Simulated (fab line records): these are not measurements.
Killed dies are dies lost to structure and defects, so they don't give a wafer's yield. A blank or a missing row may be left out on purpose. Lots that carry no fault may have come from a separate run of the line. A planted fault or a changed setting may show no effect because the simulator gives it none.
Chamber matching -- flow n5Finfet -- N5_BEOL_M11_CURE_72 on uvCure-03: 3 sister chambers
The step cures SiCOH lowk, time 120 s. 6 wafers are shown with their chamber, then 12 later ones without.

## EACH WAFER AND ITS CHAMBER
wafer,chamber,wafer_temp_C_max,lampPowerPct (%)
L085.4,0,372.6,52.37
L085.5,0,372.1,52.33
L090.3,1,372.0,52.36
L090.6,1,371.3,52.26
L093.4,2,371.2,52.29
L093.6,2,371.5,52.37

## WAFERS WHOSE CHAMBER IS MISSING
wafer,wafer_temp_C_max,lampPowerPct (%)
L097.2,371.4,52.34
L097.4,372.4,52.34
L097.6,371.4,52.34
L094.4,371.7,52.36
L094.5,371.5,52.28
L094.6,372.1,52.35
L095.1,371.3,52.29
L095.2,371.7,52.40
L095.4,371.5,52.32
L096.2,371.2,52.24
L096.5,371.2,52.27
L096.6,371.2,52.34

## CHAMBER TAKEN BY EACH
wafer,from the rows above,in truth
L097.2,can't be placed: 2 or 1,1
L097.4,can't be placed: 0 or 1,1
L097.6,can't be placed: 2 or 1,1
L094.4,can't be placed: 1 or 2 or 0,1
L094.5,can't be placed: 1 or 2 or 0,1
L094.6,can't be placed: 0 or 1 or 2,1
L095.1,can't be placed: 2 or 1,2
L095.2,can't be placed: 2 or 1 or 0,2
L095.4,can't be placed: 1 or 2 or 0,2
L096.2,can't be placed: 2 or 1 or 0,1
L096.5,can't be placed: 2 or 1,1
L096.6,can't be placed: 2 or 1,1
Correct placement for 0 of the 12. These rows do not allow placing 12 (true chamber among the candidates in 12). 0 placed wrongly.
How it was worked out, from the rows above alone: a wafer's distance from a chamber is the root of the sum, over the readings, of the square of ((its reading less the chamber's mean) divided by the reading's scatter). If the next closest chamber is less than 2 further off than the closest, the wafer can't be placed; otherwise it belongs to the closest. For every chamber, the mean is computed from those of its wafers that are shown. The scatter is the square root of a quotient: the sum, over the shown wafers, of each reading's squared deviation from its chamber's mean, divided by wafers minus chambers.
